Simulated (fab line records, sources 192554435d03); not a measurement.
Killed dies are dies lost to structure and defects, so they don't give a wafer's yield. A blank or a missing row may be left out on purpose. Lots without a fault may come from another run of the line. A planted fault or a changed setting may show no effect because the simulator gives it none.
One fault seen from 3 desks | flow n5_finfet | each desk has only its own numbers; what lay behind them comes last

THE METROLOGY DESK
What the gauges read, lot by lot, whatever tool the lot ran on: means of the sampled wafers that have a number. A lot is out of limits, marked OUT, if its mean lies more than 4 standard deviations from the usual mean; the brackets give that distance. Of its 11 readings 7 are shown: the one that was out of limits first, and those that lie furthest out on some lot.
Columns: A = trench_depth_nm at N5_BEOL_M1_OCD_MEAS_38, usual 54.2 nm; B = IOFF_P at N5_BEOL_M4_RC_MEAS_101, usual 0.21 nA/um; C = ION_P at N5_BEOL_M4_RC_MEAS_101, usual 460 uA/um; D = SS_N at N5_BEOL_M4_RC_MEAS_101, usual 71.5 mV/dec; E = SS_P at N5_BEOL_M4_RC_MEAS_101, usual 73.2 mV/dec; F = VT_N at N5_BEOL_M4_RC_MEAS_101, usual 249 mV; G = VT_P at N5_BEOL_M4_RC_MEAS_101, usual -250 mV
lot  | first seen here | A               | B    | C   | D    | E    | F   | G
L663 | day 6 11:11     | 54.9            | 0.18 | 453 | 71.6 | 72.6 | 251 | -254
L672 | day 8 15:22     | 48.6 (-4.3) OUT | 0.18 | 462 | 71.0 | 72.7 | 252 | -252
L673 | day 9 00:38     | 48.4 (-4.5) OUT | 0.18 | 454 | 71.3 | 72.9 | 251 | -253
L678 | day 10 04:56    | 53.7            | 0.20 | 461 | 71.3 | 73.2 | 251 | -251
L683 | day 11 10:14    | 53.6            | 0.23 | 465 | 71.3 | 73.4 | 252 | -245
L684 | day 11 16:12    | 54.3            | 0.18 | 452 | 71.3 | 73.8 | 248 | -255
This desk's finding: out of limits on L672, L673; first on L672, day 8 15:22 (trench_depth_nm at N5_BEOL_M1_OCD_MEAS_38). In limits: L663, L678, L683, L684.

THE TOOL OWNER'S DESK: rie_diel-06
The tool's own readings at N5_BEOL_M1_TRENCH_ETCH_37 (etches SiOC in C4F6/O2, target depth 55.207 nm, time 29 s): means of the sampled wafers that have a number, for each lot that ran on this tool. A lot is out of limits, marked OUT, if its mean lies more than 4 standard deviations from the usual mean; the brackets give that distance. Of its 9 readings 7 are shown: the one that was out of limits first, and those that lie furthest out on some lot.
Columns: A = drypump_motor_current_A at N5_BEOL_M1_TRENCH_ETCH_37, usual 5.5 A; B = oes_f_703_au at N5_BEOL_M1_TRENCH_ETCH_37, usual 0.77 a.u.; C = oes_o_777_au at N5_BEOL_M1_TRENCH_ETCH_37, usual 0.77 a.u.; D = oes_product_au at N5_BEOL_M1_TRENCH_ETCH_37, usual 0.78 a.u.; E = rf_fwd_power_W at N5_BEOL_M1_TRENCH_ETCH_37, usual 349.6 W; F = rf_vpp_V at N5_BEOL_M1_TRENCH_ETCH_37, usual 653 V; G = throttle_valve_pct at N5_BEOL_M1_TRENCH_ETCH_37, usual 20.93 %
lot  | first seen here | A   | B    | C    | D    | E               | F              | G
L663 | day 6 11:02     | 5.0 | 0.80 | 0.79 | 0.79 | 349.4           | 651            | 20.91
L672 | day 8 15:13     | 5.7 | 0.51 | 0.51 | 0.66 | 263.3 (-43) OUT | 768 (+8.9) OUT | 21.26
L673 | day 9 00:29     | 5.5 | 0.54 | 0.55 | 0.68 | 264.5 (-43) OUT | 757 (+8.0) OUT | 21.11
This desk's finding: out of limits on L672, L673; first on L672, day 8 15:13 (rf_fwd_power_W at N5_BEOL_M1_TRENCH_ETCH_37). In limits: L663.

THE DEFECT DESK
What the inspections along the route counted, lot by lot: means of the sampled wafers that have a number. A lot is out of limits, marked OUT, if its mean lies more than 4 standard deviations from the usual mean; the brackets give that distance.
Columns: A = raw_defect_count at N5_BEOL_M1_INSPECT_30, usual 418
lot  | first seen here | A
L663 | day 6 10:25     | 365
L672 | day 8 13:38     | 698
L673 | day 8 20:07     | 468
L678 | day 10 01:15    | 404
L683 | day 11 08:43    | 390
L684 | day 11 12:14    | 388
This desk's finding: nothing out of limits on any of the 6 lots.

PUT TOGETHER
The tool owner's desk could have raised an alarm at day 8 15:13, on L672, L673.
The metrology desk could have raised an alarm at day 8 15:22, on L672, L673.
The defect desk saw nothing out of limits.
The defect desk has L672, L673 on record, within its limits.
Of the lots named, all ran N5_BEOL_M1_TRENCH_ETCH_37 on rie_diel-06.

WHAT THE SIMULATOR HAD PUT IN
Process parameter drift: rie_diel-06, from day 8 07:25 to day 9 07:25, at N5_BEOL_M1_TRENCH_ETCH_37. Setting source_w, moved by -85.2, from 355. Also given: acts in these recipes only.
Lots struck among those shown: L672, L673.
Hours from the fault's start to each desk's first reading out of limits: the tool owner's desk, 8; the metrology desk, 8.
